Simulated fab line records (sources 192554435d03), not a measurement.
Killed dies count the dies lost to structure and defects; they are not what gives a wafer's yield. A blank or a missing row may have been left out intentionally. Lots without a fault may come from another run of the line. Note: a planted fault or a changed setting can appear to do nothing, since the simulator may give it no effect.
fab line records	flow n5_finfet
record lots=7	wafers=39
route steps=1938 shown FIN_SAQP@125 SD_EPI_N@279 HKMG_FIN@386 MOL_CONTACT_COAG@532 BEOL_M0_SAQP@652 BEOL_M8@1336
start_h: hours from the record's opening day to when the first of the lot's shown wafers began	wait_h: hours from the lot's prior step to this one	" repeats the value in the row above	L1.1+2: a row that stands for several wafers	- no value, or no start given	* or withheld: withheld	< > ~ a bound
route shown NAME@n: NAME is a module with steps in the file, n the number in the route of the first one	usual: mean/standard deviation taken from wafers without a fault	same: alike in all rows	chamber/n: place in a boat	sites: the reading at each site	_std_site: standard deviation across them	_edge_site: the outer-site mean with the inner-site mean subtracted	radius_mm: how far each site lies from the wafer's centre	mask NAME#n: copy n	behind: the last tool/chamber to shape the wafer	hold: why the lot was held/for how many hours/how that ended	device: whichever transistor did not switch (one of n, p or np)	end of line: the tests these same wafers got at the end of their route	for a step that has no rows: nothing shown but its recipe	killed: at the first sort, the dies lost to defects and structure; wafer yield is something else	map: a wafer's dies, x killed, . not, _ none there
set.NAME: setting as actually run; set.NAME@STEP: the setting as run at that earlier step	model.NAME: the simulator's own value behind a step, which no gauge read
one table per step and one row per wafer, for lots whose settings were changed on purpose
## steps
# step N5_FIN_SAQP_SPACER1_ALD_24
# recipe material=SiO2	target_thk_a=203	temp_c=300	ald_precursor_family=BDEAS	ald_co_reactant=O2-plasma	pulse_time_s=1	purge_time_s=2	co_reactant_purge_time_s=2	ald_cycles=218	pressure_torr=2
lot.wafer	tool	chamber	start_h	wait_h	set.ald_cycles	model.SiO2_of_FIN_SAQP_SPACER1_ALD_24.thk_nm
L076.1+2+4+5+6	ald_sin-01	0,1,3,3,2	35.10	0.6	218	20.4
L076.3	"	2	"	"	218	20.6
L077.1	ald_sin-03	1	41.74	0.3	218	20.2
L077.2+3+6	"	0,3,2	"	"	291	27
L077.4+5	"	2,3	"	"	218	20.4
L086.1+3+5	ald_sin-03	1,3,2	96.40	0.7	218	20.2
L086.2+4	"	2,0	"	"	344	32
L086.6	"	1	"	"	344	31.8
L087.1+3+6	ald_sin-03	2,0,2	101.37	0.8	218	20.4
L087.2	"	3	"	"	263	24.6
L087.4+5	"	1,3	"	"	263	24.4
L091.1	ald_sin-03	1	126.10	0.6	323	29.8
L091.2+4+6	"	3,2,2	"	"	218	20.2
L091.3	"	0	"	"	323	30
L091.5	"	3	"	"	323	30.2
L092.1+4	ald_sin-01	1,3	132.14	0.3	185	17.2
L092.2+3+5	"	0,2,1	"	"	218	20.4
L092.6	"	0	"	"	185	17.4
L096.2+6	ald_sin-01	1	155.74	0.4	218	20.2
L096.4	"	3	"	"	218	20.4
# step N5_FIN_SAQP_SPACER1_ETCHBACK_25
# recipe chemistry=CHF3/O2	mode=anisotropic_etchback	target=SiO2	target_depth_a=244	time_s=12.2	pressure_mtorr=30	source_w=650	bias_w=170	Ar_flow_sccm=200	CHF3_flow_sccm=50	O2_flow_sccm=5	ion_energy_ev=200
# step N5_FIN_SAQP_MANDREL1_REMOVE_56
# recipe chemistry=HBr/Cl2/O2	bt_time_s=10	target=a-Si	stop_on=SiNx	endpoint=OES-SiCl	over_etch_frac=1	icp_w=600	bias_w=22	HBr_flow_sccm=150	Cl2_flow_sccm=80	O2_flow_sccm=5	pressure_mtorr=10
lot.wafer	tool	chamber	start_h	wait_h	set.ald_cycles@FIN_SAQP_SPACER1_ALD_24	model.FIN_SAQP.cd_nm
L076.1+3+4+5+6	rie_si-05	1,3,3,0,1	35.95	0.1	218	20.4
L076.2	"	0	"	"	218	20.2
L077.1	rie_si-03	3	42.55	0.1	218	20
L077.2+3	"	0,2	"	"	291	27.2
L077.4+5	"	1,0	"	"	218	20.4
L077.6	"	3	"	"	291	26.8
L086.1+5	rie_si-03	1,3	97.20	0.1	218	20.2
L086.2+6	"	2,0	"	"	344	32
L086.3	"	3	"	"	218	20
L086.4	"	0	"	"	344	32.2
L087.1	rie_si-02	1	102.18	0.1	218	20.2
L087.2+4+5	"	3,2,0	"	"	263	24.4
L087.3+6	"	0,3	"	"	218	20.4
L091.1	rie_si-02	1	126.91	0.1	323	29.8
L091.2+6	"	3,1	"	"	218	20.2
L091.3	"	2	"	"	323	30
L091.4	"	3	"	"	218	20.4
L091.5	"	2	"	"	323	30.2
L092.1	rie_si-05	3	132.94	0.1	185	17.2
L092.2+3	"	1,2	"	"	218	20.4
L092.4+6	"	0,1	"	"	185	17.4
L092.5	"	2	"	"	218	20.2
L096.2	rie_si-05	2	156.66	0.1	218	20.2
L096.4+6	"	1	"	"	218	20.4
# step N5_FIN_SAQP_CD_MEAS_27
# recipe target_cd_nm=20	landing_energy_ev=1000	detector=se_inlens	polarity=line
# usual cd_nm=20.33/0.24
lot.wafer	tool	chamber	start_h	wait_h	set.ald_cycles@FIN_SAQP_SPACER1_ALD_24	cd_nm
L076.1	cd_sem-01	0	36.06	0.1	218	20.43
L076.2	"	0	"	"	218	20.18
L076.3	"	0	"	"	218	20.36
L076.4	"	0	"	"	218	20.41
L076.5	"	0	"	"	218	20.38
L076.6	"	0	"	"	218	20.61
L077.1	cd_sem-02	0	42.66	0.1	218	19.60
L077.2	"	0	"	"	291	27.30
L077.3	"	0	"	"	291	26.79
L077.4	"	0	"	"	218	20.58
L077.5	"	0	"	"	218	20.07
L077.6	"	0	"	"	291	27.22
L086.1	cd_sem-03	0	97.31	0.1	218	20.06
L086.2	"	0	"	"	344	32.15
L086.3	"	0	"	"	218	19.74
L086.4	"	0	"	"	344	32.32
L086.5	"	0	"	"	218	19.97
L086.6	"	0	"	"	344	32.24
L087.1	cd_sem-01	0	102.29	0.1	218	19.96
L087.2	"	0	"	"	263	24.54
L087.3	"	0	"	"	218	19.91
L087.4	"	0	"	"	263	24.31
L087.5	"	0	"	"	263	24.48
L087.6	"	0	"	"	218	20.32
L091.1	cd_sem-01	0	127.02	0.1	323	30.07
L091.2	"	0	"	"	218	20.59
L091.3	"	0	"	"	323	29.85
L091.4	"	0	"	"	218	20.30
L091.5	"	0	"	"	323	30.05
L091.6	"	0	"	"	218	20.43
L092.1	cd_sem-02	0	133.05	0.1	185	17.07
L092.2	"	0	"	"	218	20.76
L092.3	"	0	"	"	218	20.39
L092.4	"	0	"	"	185	17.12
L092.5	"	0	"	"	218	20.25
L092.6	"	0	"	"	185	17.44
L096.2	cd_sem-01	0	156.77	0.1	218	20.45
L096.4	"	0	"	"	218	20.26
L096.6	"	0	"	"	218	20.28
# step N5_SD_EPI_N_ETCH_16
# recipe chemistry=CHF3/O2	target=SiO2	target_depth_a=50	mask_material=SOC	pressure_mtorr=30	source_w=650	bias_w=170	Ar_flow_sccm=200	CHF3_flow_sccm=50	O2_flow_sccm=5	ion_energy_ev=200
lot.wafer	tool	chamber	start_h	wait_h	set.target_depth_a	model.etch.depth_nm
L076.1	rie_diel-04	2	61.50	0.1	63.5	6.363
L076.2	"	0	"	"	50	4.936
L076.3	"	3	"	"	63.5	6.401
L076.4	"	1	"	"	50	5.047
L076.5	"	1	"	"	50	5.045
L076.6	"	2	"	"	63.5	6.38
L077.1	rie_diel-05	2	66.92	0.1	61.7	6.174
L077.2	"	0	"	"	61.7	6.168
L077.3	"	1	"	"	50	5.025
L077.4+5	"	3,0	"	"	50	4.982
L077.6	"	3	"	"	61.7	6.185
L086.1	rie_diel-03	0	121.93	0.1	50	4.811
L086.2	"	2	"	"	50	4.826
L086.3	"	1	"	"	21.27	2.132
L086.4	"	0	"	"	50	4.841
L086.5	"	2	"	"	21.27	2.038
L086.6	"	1	"	"	21.27	2.121
L087.1	rie_diel-03	3	130.53	0.1	77.49	7.791
L087.2	"	1	"	"	50	5.053
L087.3	"	0	"	"	50	4.909
L087.4	"	2	"	"	50	4.868
L087.5	"	0	"	"	77.49	7.548
L087.6	"	1	"	"	77.49	7.87
L091.1	rie_diel-03	2	152.43	0.1	50	4.785
L091.2	"	3	"	"	50	4.949
L091.3+6	"	1,3	"	"	50	4.978
L091.4	"	0	"	"	50	4.84
L091.5	"	0	"	"	50	4.891
L092.1	rie_diel-03	1	159.89	0.1	50	5.006
L092.2	"	2	"	"	50	4.824
L092.3	"	3	"	"	50	4.952
L092.4	"	0	"	"	50	4.875
L092.5	"	3	"	"	50	5
L092.6	"	0	"	"	50	4.825
L096.2	rie_diel-03	1	183.12	0.1	50	4.989
L096.4	"	2	"	"	50	4.743
L096.6	"	2	"	"	50	4.804
# step N5_HKMG_FIN_HK_ALD_01
# recipe material=HfO2	target_thk_a=16	temp_c=withheld	ald_precursor_family=HfCl4	ald_co_reactant=H2O	pulse_time_s=3	purge_time_s=3	co_reactant_purge_time_s=2.5	co_reactant_pulse_time_s=0.3	ald_cycles=30
lot.wafer	tool	chamber	start_h	wait_h	set.ald_cycles	model.HfO2_of_HKMG_FIN_HK_ALD_01.thk_nm
L076.1+2+3+4+5+6	ald_hk-02	0,3,1,2,0,3	82.51	0.1	30	1.6
L077.1+5+6	ald_hk-03	2,0,3	89.31	0.0	30	1.6
L077.2+3+4	"	0,3,1	"	"	23	1.2
L086.1+2+3+4+5+6	ald_hk-01	3,1,0,2,3,2	141.78	0.0	30	1.6
L087.1+2+3+4+5+6	ald_hk-01	0,1,2,3,1,2	150.93	0.1	30	1.6
L091.1+5+6	ald_hk-03	1,3,0	172.88	0.0	30	1.6
L091.2+3+4	"	0,3,2	"	"	41	2.2
L092.1+2+3+4+5+6	ald_hk-03	1,0,2,3,3,0	179.50	0.0	30	1.6
L096.2+4+6	ald_hk-03	3,0,0	204.36	0.0	30	1.6
# step N5_HKMG_FIN_HK_ANNEAL_02
# recipe temp_c=700	time_s=30	ambient=N2	idle_temp_c=600	ramp_up_c_per_s=150	ramp_down_c_per_s=60	cool_to_c=600
# step N5_HKMG_FIN_ALD_74
# recipe material=La2O3	target_thk_a=5	temp_c=250	ald_precursor_family=La-Cp	ald_co_reactant=O3	pulse_time_s=6	co_reactant_pulse_time_s=1	purge_time_s=3	co_reactant_purge_time_s=3
# step N5_HKMG_FIN_WET_ETCH_82
# recipe chemistry=dHCl	mix=1:10000	temp_c=25	target=La2O3	stop_on=HfO2	target_depth_nm=2	dry=ipa_marangoni	rinse_time_s=30	rinse_temp_c=23
# step N5_HKMG_FIN_ALD_36
# recipe material=TiN	target_thk_a=10	temp_c=400	ald_precursor_family=TiCl4	ald_co_reactant=NH3	pulse_time_s=1	purge_time_s=3	co_reactant_purge_time_s=2	co_reactant_pulse_time_s=2	ald_cycles=47	pressure_torr=3
# step N5_HKMG_FIN_THK_MEAS_70
# recipe thk_meas_gauge=xrf	reads=HfO2_of_HKMG_FIN_HK_ALD_01
# usual HK_THK=1.600/0.02
lot.wafer	tool	chamber	start_h	wait_h	set.ald_cycles@HKMG_FIN_HK_ALD_01	HK_THK[nm]
L076.1	film_metro-02	-	86.89	0.2	30	1.619
L076.2	"	-	"	"	30	1.598
L076.3	"	-	"	"	30	1.624
L076.4	"	-	"	"	30	1.608
L076.5	"	-	"	"	30	1.590
L076.6	"	-	"	"	30	1.588
L077.1	film_metro-02	-	93.30	0.2	30	1.617
L077.2	"	-	"	"	23	1.242
L077.3	"	-	"	"	23	1.213
L077.4	"	-	"	"	23	1.204
L077.5	"	-	"	"	30	1.592
L077.6	"	-	"	"	30	1.594
L086.1	film_metro-02	-	145.47	0.2	30	1.585
L086.2	"	-	"	"	30	1.590
L086.3	"	-	"	"	30	1.602
L086.4	"	-	"	"	30	1.581
L086.5	"	-	"	"	30	1.585
L086.6	"	-	"	"	30	1.611
L087.1	film_metro-01	-	154.81	0.2	30	1.604
L087.2	"	-	"	"	30	1.593
L087.3	"	-	"	"	30	1.612
L087.4	"	-	"	"	30	1.607
L087.5	"	-	"	"	30	1.600
L087.6	"	-	"	"	30	1.595
L091.1	film_metro-01	-	176.41	0.2	30	1.620
L091.2	"	-	"	"	41	2.219
L091.3	"	-	"	"	41	2.205
L091.4	"	-	"	"	41	2.209
L091.5	"	-	"	"	30	1.618
L091.6	"	-	"	"	30	1.610
L092.1	film_metro-02	-	183.05	0.2	30	1.615
L092.2	"	-	"	"	30	1.571
L092.3	"	-	"	"	30	1.605
L092.4	"	-	"	"	30	1.591
L092.5	"	-	"	"	30	1.612
L092.6	"	-	"	"	30	1.600
L096.2	film_metro-01	-	207.97	0.2	30	1.610
L096.4	"	-	"	"	30	1.606
L096.6	"	-	"	"	30	1.616
# step N5_MOL_CONTACT_COAG_ETCH_106
# recipe chemistry=N2/H2	target=SOC	target_depth_a=800	overetch_a=160	mask_material=SiARC	temp_c=40	time_s=120	ion_energy_ev=200	pressure_mtorr=30	source_w=840	bias_w=150	n2_flow_sccm=200	h2_flow_sccm=200
lot.wafer	tool	chamber	start_h	wait_h	set.target_depth_a	model.etch.depth_nm	model.SiARC_of_MOL_CONTACT_COAG_COAT_104.thk_nm	model.MOL_CONTACT_COAG.cd_offset_nm
L076.1	rie_diel-03	3	100.04	0.0	800	80.7	6.6	0.4
L076.2	"	1	"	"	332.6	49.79	9	-0.8
L076.3	"	2	"	"	332.6	47.37	9.4	-0.8
L076.4	"	0	"	"	800	80.44	6.4	0.2
L076.5	"	0	"	"	800	80.44	6.4	0.4
L076.6	"	3	"	"	332.6	48.81	9.2	-0.6
L077.1	rie_diel-04	3	106.80	0.0	481.4	65.59	8.2	-0.8
L077.2	"	1	"	"	800	79.92	6.2	0.2
L077.3	"	2	"	"	481.4	63.64	8.2	-0.8
L077.4	"	0	"	"	800	79.79	6.6	0
L077.5	"	1	"	"	481.4	64.73	8.2	-0.8
L077.6	"	2	"	"	800	80	6.2	0
L086.1	rie_diel-05	1	159.62	0.0	336.6	48.26	9.2	-0.8
L086.2	"	0	"	"	800	80.15	6.6	-0.2
L086.3	"	3	"	"	336.6	49.83	9	-0.6
L086.4	"	2	"	"	800	80.22	6.4	0
L086.5	"	0	"	"	800	80.16	6.6	-0.2
L086.6	"	1	"	"	336.6	48.73	9.2	-0.8
L087.1	rie_diel-04	0	167.96	0.0	800	80.05	6.6	-0.2
L087.2	"	3	"	"	520.2	70.69	7.8	-0.8
L087.3	"	1	"	"	520.2	69.57	8	-0.6
L087.4	"	2	"	"	800	79.95	6.2	-0.2
L087.5	"	2	"	"	800	79.93	6.2	-0.6
L087.6	"	1	"	"	520.2	69.85	7.8	-0.6
L091.1	rie_diel-03	3	190.78	0.0	800	79.79	6.6	0.2
L091.2	"	1	"	"	398	55.98	8.6	-0.2
L091.3	"	2	"	"	800	79.58	6.8	0.4
L091.4	"	0	"	"	398	54.01	8.8	-0.2
L091.5	"	0	"	"	398	54.09	8.8	0
L091.6	"	3	"	"	800	79.78	6.6	0.4
L092.1	rie_diel-04	2	196.58	0.0	800	79.99	6.2	-0.2
L092.2	"	0	"	"	1138	80.13	4.6	0.6
L092.3	"	1	"	"	1138	80	4.2	0.6
L092.4	"	3	"	"	800	80.08	6.2	-0.4
L092.5	"	3	"	"	800	79.9	6.2	-0.4
L092.6	"	0	"	"	1138	80.06	4.6	0.4
L096.2	rie_diel-04	2	221.62	0.0	800	79.84	6.2	0.2
L096.4	"	2	"	"	800	79.74	6.2	0.2
L096.6	"	3	"	"	800	79.82	6.2	0.4
# step N5_BEOL_M0_SAQP_DESCUM_19
# recipe chemistry=O2	time_s=7.9	source_power_w=50	bias_power_w=20	pressure_mtorr=20	rf_frequency_hz=2.712e+07	temp_c=40	resist=CAR-ArF	o2_flow_sccm=225
lot.wafer	tool	chamber	start_h	wait_h	set.time_s	model.CAR-ArF_of_BEOL_M0_SAQP_COAT_08.thk_nm
L076.1	rie_diel-01	3	118.30	0.0	7.9	83.4
L076.2+4	"	0,2	"	"	10	82.2
L076.3	"	1	"	"	7.9	83.8
L076.5	"	0	"	"	7.9	83.2
L076.6	"	3	"	"	10	82
L077.1+2+3	rie_diel-01	1,0,2	123.56	0.0	6.037	84.8
L077.4	"	3	"	"	7.9	83.6
L077.5+6	"	3,2	"	"	7.9	83.4
L086.1+2	rie_diel-01	2,1	181.66	0.6	4.451	85.4
L086.3	"	0	"	"	7.9	83.2
L086.4	"	3	"	"	7.9	83.6
L086.5	"	1	"	"	7.9	83.4
L086.6	"	2	"	"	4.451	85.6
L087.1	rie_diel-06	2	189.36	0.0	7.9	83.2
L087.2	"	3	"	"	7.9	83
L087.3+6	"	1,2	"	"	9.835	82.2
L087.4	"	1	"	"	7.9	83.4
L087.5	"	3	"	"	9.835	82.4
L091.1+6	rie_diel-06	2,0	209.58	0.0	7.9	84.2
L091.2+3+5	"	0,3,2	"	"	5.717	85.4
L091.4	"	3	"	"	7.9	83.6
L092.1	rie_diel-01	1	213.94	0.1	7.9	83.6
L092.2+3+6	"	0,3,3	"	"	7.9	83.4
L092.4+5	"	2	"	"	7.9	83.2
L096.2+4+6	rie_diel-02	3,3,2	240.56	0.2	7.9	83.4
# step N5_BEOL_M0_SAQP_ETCH_83
# recipe chemistry=CF4	target=SiARC	target_depth_a=390	mask_material=CAR-ArF	time_s=65	ion_energy_ev=80	pressure_mtorr=40	source_w=545	bias_w=36	Ar_flow_sccm=100	cf4_flow_sccm=100	ends=cleared
lot.wafer	tool	chamber	start_h	wait_h	set.time_s@BEOL_M0_SAQP_DESCUM_19	model.CAR-ArF_of_BEOL_M0_SAQP_COAT_08.thk_nm
L076.1	rie_diel-01	3	118.34	0.0	7.9	55.6
L076.2+6	"	0,3	"	"	10	54.2
L076.3	"	1	"	"	7.9	55.8
L076.4	"	2	"	"	10	54.4
L076.5	"	0	"	"	7.9	55.2
L077.1+2+3	rie_diel-01	1,0,2	123.60	0.0	6.037	56.8
L077.4	"	3	"	"	7.9	55.8
L077.5	"	3	"	"	7.9	55.6
L077.6	"	2	"	"	7.9	55.4
L086.1	rie_diel-01	2	181.69	0.0	4.451	57.4
L086.2	"	1	"	"	4.451	57.6
L086.3	"	0	"	"	7.9	55.4
L086.4	"	3	"	"	7.9	55.8
L086.5	"	1	"	"	7.9	55.6
L086.6	"	2	"	"	4.451	57.8
L087.1+2	rie_diel-06	2,3	189.39	0.0	7.9	55.2
L087.3	"	1	"	"	9.835	54.2
L087.4	"	1	"	"	7.9	55.4
L087.5+6	"	3,2	"	"	9.835	54.4
L091.1+6	rie_diel-06	2,0	209.61	0.0	7.9	56.2
L091.2	"	0	"	"	5.717	57.4
L091.3+5	"	3,2	"	"	5.717	57.6
L091.4	"	3	"	"	7.9	55.6
L092.1	rie_diel-01	1	213.98	0.0	7.9	55.8
L092.2+3+4+5+6	"	0,3,2,2,3	"	"	7.9	55.4
L096.2+4	rie_diel-02	3	240.60	0.0	7.9	55.6
L096.6	"	2	"	"	7.9	55.4
# step N5_BEOL_M8_HM_DEP_02
# recipe material=TiN	target_thk_a=200	temp_c=25	chamber_pressure_pa=0.49996
lot.wafer	tool	chamber	start_h	wait_h	set.target_thk_a	model.TiN_of_BEOL_M8_HM_DEP_02.thk_nm
L076.1+2+4	pvd_sputter-01	-	216.75	0.0	200	20.2
L076.3+5+6	"	-	"	"	200	20.4
L077.1+2	pvd_sputter-02	-	218.89	1.9	80.63	8
L077.3	"	-	"	"	200	20.2
L077.4+6	"	-	"	"	200	20
L077.5	"	-	"	"	80.63	8.2
L086.1	pvd_sputter-02	-	276.40	2.4	200	20.2
L086.2+5	"	-	"	"	137.4	13.8
L086.3	"	-	"	"	137.4	14
L086.4+6	"	-	"	"	200	20.4
L087.1+4	pvd_sputter-02	-	278.32	0.5	165.3	17
L087.2	"	-	"	"	200	20.2
L087.3	"	-	"	"	200	20.4
L087.5	"	-	"	"	200	20.6
L087.6	"	-	"	"	165.3	16.8
L091.1+6	pvd_sputter-02	-	308.32	1.9	84.92	8.6
L091.2	"	-	"	"	200	20.6
L091.3	"	-	"	"	200	20.4
L091.4	"	-	"	"	200	20.2
L091.5	"	-	"	"	84.92	8.8
L092.1+2	pvd_sputter-02	-	314.66	1.7	200	20.4
L092.3+5	"	-	"	"	166.9	16.8
L092.4	"	-	"	"	200	20.2
L092.6	"	-	"	"	166.9	17
L096.2+6	pvd_sputter-02	-	345.12	0.8	200	20.4
L096.4	"	-	"	"	200	20.2
# step N5_BEOL_M8_COAT_59
# recipe resist=SOC	temp_c=250	time_s=60	spin_rpm=1500	resist_thk_nm=100
# step N5_BEOL_M8_COAT_60
# recipe resist=SiARC	temp_c=220	time_s=60	spin_rpm=1500	resist_thk_nm=35
# step N5_BEOL_M8_STRIP_68
# recipe chemistry=N2/H2	temp_c=40	n2_flow_sccm=200	h2_flow_sccm=200	rf_frequency_hz=6e+07
# step N5_BEOL_M8_STRIP_67
# recipe chemistry=CF4	resist=SiARC	power_w=300	bias_power_w=75	pressure_mtorr=50	cf4_flow_sccm=150	rf_frequency_hz=6e+07
# step N5_BEOL_M8_HM_OPEN_17
# recipe chemistry=Cl2/BCl3	target_depth_a=200	overetch_a=60	target=TiN	mask_material=SOC	ion_energy_ev=150	pressure_mtorr=10	icp_w=1000	bias_w=126	Cl2_flow_sccm=53.25	bcl3_flow_sccm=21.75	Ar_flow_sccm=25
lot.wafer	tool	chamber	start_h	wait_h	set.target_thk_a@BEOL_M8_HM_DEP_02	model.etch.depth_nm
L076.1	rie_metal-03	0	217.67	0.0	200	20.24
L076.2	"	1	"	"	200	20.27
L076.3	"	0	"	"	200	20.5
L076.4	"	1	"	"	200	20.26
L076.5	"	1	"	"	200	20.41
L076.6	"	0	"	"	200	20.39
L077.1	rie_metal-03	1	219.71	0.0	80.63	8.035
L077.2	"	0	"	"	80.63	7.939
L077.3	"	1	"	"	200	20.11
L077.4	"	0	"	"	200	19.92
L077.5	"	1	"	"	80.63	8.154
L077.6	"	0	"	"	200	20.03
L086.1	rie_metal-03	1	277.26	0.0	200	20.14
L086.2	"	0	"	"	137.4	13.85
L086.3	"	1	"	"	137.4	14.1
L086.4	"	0	"	"	200	20.39
L086.5	"	1	"	"	137.4	13.83
L086.6	"	0	"	"	200	20.34
L087.1	rie_metal-03	1	279.18	0.0	165.3	16.98
L087.2	"	0	"	"	200	20.26
L087.3	"	0	"	"	200	20.38
L087.4	"	1	"	"	165.3	16.92
L087.5	"	1	"	"	200	20.67
L087.6	"	0	"	"	165.3	16.88
L091.1	rie_metal-01	1	309.19	0.0	84.92	8.57
L091.2	"	0	"	"	200	20.5
L091.3	"	1	"	"	200	20.35
L091.4	"	0	"	"	200	20.19
L091.5	"	0	"	"	84.92	8.751
L091.6	"	1	"	"	84.92	8.553
L092.1	rie_metal-03	1	315.56	0.0	200	20.47
L092.2	"	0	"	"	200	20.32
L092.3	"	0	"	"	166.9	16.83
L092.4	"	1	"	"	200	20.21
L092.5	"	0	"	"	166.9	16.77
L092.6	"	1	"	"	166.9	16.91
L096.2	rie_metal-01	0	345.86	0.0	200	20.47
L096.4	"	0	"	"	200	20.26
L096.6	"	0	"	"	200	20.43
## key
split step=N5_FIN_SAQP_SPACER1_ALD_24	setting=ald_cycles	stated=218	by=wafer
response step=N5_FIN_SAQP_SPACER1_ALD_24	reading=model.SiO2_of_FIN_SAQP_SPACER1_ALD_24.thk_nm	change=+0.202	per=1%	r=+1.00
response step=N5_FIN_SAQP_MANDREL1_REMOVE_56	reading=model.FIN_SAQP.cd_nm	change=+0.204	per=1%	r=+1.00
response step=N5_FIN_SAQP_CD_MEAS_27	reading=cd_nm	change=+0.208	per=1%	r=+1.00
split step=N5_SD_EPI_N_ETCH_16	setting=target_depth_a	stated=50	by=wafer
response step=N5_SD_EPI_N_ETCH_16	reading=model.etch.depth_nm	change=+0.0493	per=1%	r=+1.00
split step=N5_HKMG_FIN_HK_ALD_01	setting=ald_cycles	stated=30	by=wafer
response step=N5_HKMG_FIN_HK_ALD_01	reading=model.HfO2_of_HKMG_FIN_HK_ALD_01.thk_nm	change=+0.0166	per=1%	r=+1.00
response step=N5_HKMG_FIN_THK_MEAS_70	reading=HK_THK	change=+0.0163	per=1%	r=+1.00
split step=N5_MOL_CONTACT_COAG_ETCH_106	setting=target_depth_a	stated=800	by=wafer
response step=N5_MOL_CONTACT_COAG_ETCH_106	reading=model.etch.depth_nm	shape=bent	at_lowest=48.66	at_stated=80.01	at_highest=80.06
response step=N5_MOL_CONTACT_COAG_ETCH_106	reading=model.SiARC_of_MOL_CONTACT_COAG_COAT_104.thk_nm	change=-0.0443	per=1%	r=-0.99
response step=N5_MOL_CONTACT_COAG_ETCH_106	reading=model.MOL_CONTACT_COAG.cd_offset_nm	change=+0.0146	per=1%	r=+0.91
split step=N5_BEOL_M0_SAQP_DESCUM_19	setting=time_s	stated=7.9	by=wafer
response step=N5_BEOL_M0_SAQP_DESCUM_19	reading=model.CAR-ArF_of_BEOL_M0_SAQP_COAT_08.thk_nm	change=-0.0482	per=1%	r=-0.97
response step=N5_BEOL_M0_SAQP_ETCH_83	reading=model.CAR-ArF_of_BEOL_M0_SAQP_COAT_08.thk_nm	change=-0.0473	per=1%	r=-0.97
split step=N5_BEOL_M8_HM_DEP_02	setting=target_thk_a	stated=200	by=wafer
response step=N5_BEOL_M8_HM_DEP_02	reading=model.TiN_of_BEOL_M8_HM_DEP_02.thk_nm	change=+0.203	per=1%	r=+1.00
response step=N5_BEOL_M8_HM_OPEN_17	reading=model.etch.depth_nm	change=+0.203	per=1%	r=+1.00
